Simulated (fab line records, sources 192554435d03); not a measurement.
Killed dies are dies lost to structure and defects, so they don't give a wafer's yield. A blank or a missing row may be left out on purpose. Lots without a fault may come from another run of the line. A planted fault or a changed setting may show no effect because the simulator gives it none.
Chamber matching | flow n5_finfet | N5_BEOL_M0_SAQP_ALD_48 on ald_sin-02: 4 sister chambers
The step deposits SiO2, target thk 20 nm, pulse time 1 s, co reactant pulse time 1 s. 4 wafers are shown with their chamber, then 12 later ones without.

WAFERS WITH THEIR CHAMBER
wafer  | chamber | heater_power_w (W)
L090.1 | 0       | 87
L090.6 | 1       | 66
L092.2 | 2       | 67
L092.6 | 3       | 68

WAFERS WITHOUT THEIR CHAMBER
wafer  | heater_power_w (W)
L093.1 | 84
L093.4 | 65
L093.5 | 67
L094.1 | 68
L094.5 | 67
L094.6 | 88
L095.1 | 65
L095.2 | 65
L095.4 | 67
L096.2 | 67
L096.3 | 69
L096.5 | 85

WHICH CHAMBER EACH WENT THROUGH
wafer  | from the rows above          | in truth
L093.1 | 0                            | 0
L093.4 | can't be placed: 1 or 2 or 3 | 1
L093.5 | can't be placed: 2 or 1 or 3 | 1
L094.1 | can't be placed: 3 or 2 or 1 | 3
L094.5 | can't be placed: 2 or 1 or 3 | 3
L094.6 | 0                            | 0
L095.1 | can't be placed: 1 or 2 or 3 | 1
L095.2 | can't be placed: 1 or 2 or 3 | 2
L095.4 | can't be placed: 2 or 1 or 3 | 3
L096.2 | can't be placed: 2 or 1 or 3 | 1
L096.3 | can't be placed: 3 or 2 or 1 | 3
L096.5 | 0                            | 0
Placed correctly: 3 of 12. Can't be placed from these rows: 9 (the true chamber is among the candidates in 9). Placed wrongly: 0.
How it was worked out, from the rows above alone: a wafer's distance from a chamber is the root of the sum, over the readings, of the square of ((its reading less the chamber's mean) divided by the reading's scatter). The wafer belongs to the nearest chamber; if the next one is less than 2 further off, it can't be placed. A chamber's mean is the mean of its shown wafers. The scatter: with one shown wafer a chamber, the root of the mean of the squares of how far each hidden wafer lies from its nearest shown one.
